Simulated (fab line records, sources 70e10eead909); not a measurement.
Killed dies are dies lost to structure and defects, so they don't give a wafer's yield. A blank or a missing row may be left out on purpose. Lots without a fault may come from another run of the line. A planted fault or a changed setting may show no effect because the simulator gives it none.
Chamber matching | flow nand_harc | NHARC_A_STAIRCASE_ETCHBACK_157 on rie_diel-04: 4 sister chambers
The step etches the open film in CH3F/O2, target depth 90 nm, time 167.14 s. 14 wafers are shown with their chamber, then 7 later ones without.

WAFERS WITH THEIR CHAMBER
wafer  | chamber | drypump_motor_current_A (A) | rf_vpp_V (V) | oes_product_au (a.u.)
L379.1 | 0       | 6.5                         | 245.5        | 0.98
L379.2 | 2       | 6.7                         | 242.7        | 1.00
L379.5 | 3       | 5.6                         | 244.1        | 0.99
L381.3 | 2       | 6.7                         | 243.1        | 0.94
L381.5 | 0       | 6.5                         | 244.2        | 0.92
L381.6 | 1       | 5.8                         | 243.0        | 0.93
L382.3 | 2       | 6.6                         | 242.2        | 0.93
L382.4 | 0       | 6.4                         | 243.7        | 0.94
L382.5 | 3       | 5.6                         | 242.2        | 0.92
L384.1 | 1       | 5.9                         | 243.6        | 0.94
L384.4 | 3       | 5.6                         | 242.5        | 0.96
L384.6 | 0       | 6.4                         | 243.3        | 0.95
L385.2 | 0       | 6.5                         | 245.3        | 0.97
L385.4 | 3       | 5.6                         | 241.5        | 0.96

SIGNATURES (means of the wafers above)
reading                 | chamber 0 | chamber 1 | chamber 2 | chamber 3 | scatter within a chamber
drypump_motor_current_A | 6.460     | 5.850     | 6.667     | 5.600     | 0.0486
rf_vpp_V                | 244.400   | 243.300   | 242.667   | 242.575   | 0.893
oes_product_au          | 0.9520    | 0.9350    | 0.9567    | 0.9575    | 0.0277
Rule: a wafer's distance from a chamber is the root of the sum, over the readings, of the square of ((its reading less the chamber's mean) divided by the reading's scatter). The wafer belongs to the nearest chamber; if the next one is less than 2 further off, it can't be placed. The scatter: the root of (the sum of the squares of (reading less its chamber's mean) over the shown wafers, divided by (wafers less chambers)).

WAFERS WITHOUT THEIR CHAMBER
wafer  | drypump_motor_current_A (A) | rf_vpp_V (V) | oes_product_au (a.u.)
L385.6 | 5.9                         | 242.8        | 0.97
L394.1 | 5.6                         | 242.9        | 0.99
L394.2 | 6.7                         | 241.8        | 1.00
L394.3 | 5.8                         | 242.1        | 1.00
L400.1 | 6.6                         | 240.8        | 0.94
L400.2 | 5.8                         | 243.7        | 0.96
L400.5 | 5.6                         | 243.1        | 0.94

WHICH CHAMBER EACH WENT THROUGH
wafer  | from the rows above     | in truth
L385.6 | 1                       | 1
L394.1 | 3                       | 3
L394.2 | 2                       | 2
L394.3 | can't be placed: 1 or 3 | 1
L400.1 | 2                       | 2
L400.2 | 1                       | 1
L400.5 | 3                       | 3
Placed correctly: 6 of 7. Can't be placed from these rows: 1 (the true chamber is among the candidates in 1). Placed wrongly: 0.
